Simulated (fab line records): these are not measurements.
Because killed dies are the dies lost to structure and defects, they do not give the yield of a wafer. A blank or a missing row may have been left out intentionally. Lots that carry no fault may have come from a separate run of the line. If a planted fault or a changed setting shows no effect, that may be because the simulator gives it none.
Chamber matching	flow nandHarc	NHARC_P_ZERO_WELL_ETCH_65 on rieDiel-04: 4 sister chambers
The step etches the open film in N2/H2, target depth 80 nm, overetch 24 nm, time 87.88 s. 14 wafers are shown with their chamber, then 7 later ones without.

WAFERS WITH THEIR CHAMBER
wafer	chamber	rfVppV (V)	oesProductAu (a.u.)	throttleValvePct (%)
L075.1	2	429.7	0.994	14.178
L075.2	0	434.9	0.997	14.157
L075.4	3	427.6	1.002	14.175
L076.2	1	433.4	0.980	14.174
L076.4	3	428.2	0.992	14.182
L076.6	1	432.5	0.996	14.172
L081.1	0	435.5	1.000	14.165
L081.5	0	434.3	1.009	14.166
L081.6	1	434.3	0.994	14.163
L082.1	0	434.3	1.012	14.179
L082.3	2	429.5	0.998	14.161
L082.6	0	436.0	1.008	14.180
L083.4	1	433.0	1.006	14.171
L083.5	1	433.3	0.989	14.169

SIGNATURES (averages over the wafers above)
reading	chamber 0	chamber 1	chamber 2	chamber 3	scatter within a chamber
rfVppV	435.000	433.300	429.600	427.900	0.647
oesProductAu	1.00520	0.99300	0.99600	0.99700	0.00765
throttleValvePct	14.16940	14.16980	14.16950	14.17850	0.00793
Rule: for each reading, subtract the chamber's mean from the wafer's reading, divide by that reading's scatter and square the result; add these up over the readings and take the root, which gives the wafer's distance from the chamber. If the next closest chamber is less than 2 further off than the closest, the wafer can't be placed; otherwise it belongs to the closest. The scatter: take each reading less its chamber's mean, square it, sum over the shown wafers, divide by the number of wafers less the number of chambers, and take the root.

WAFERS WITH NO CHAMBER GIVEN
wafer	rfVppV (V)	oesProductAu (a.u.)	throttleValvePct (%)
L083.6	430.8	1.005	14.183
L085.2	427.7	0.997	14.150
L085.4	430.6	1.005	14.166
L085.6	433.1	0.995	14.177
L095.1	430.9	1.013	14.156
L095.5	427.8	1.013	14.176
L095.6	430.7	1.005	14.177

WHICH CHAMBER EACH WENT THROUGH
wafer	from the rows above	in truth
L083.6	can't be placed: 2 or 1 or 3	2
L085.2	can't be placed: 3 or 2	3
L085.4	2	2
L085.6	1	1
L095.1	can't be placed: 2 or 1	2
L095.5	can't be placed: 3 or 2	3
L095.6	2	2
Correctly placed: 3 of 7. Not placeable from these rows: 4 (in 4, the candidates include the true chamber). 0 placed wrongly.
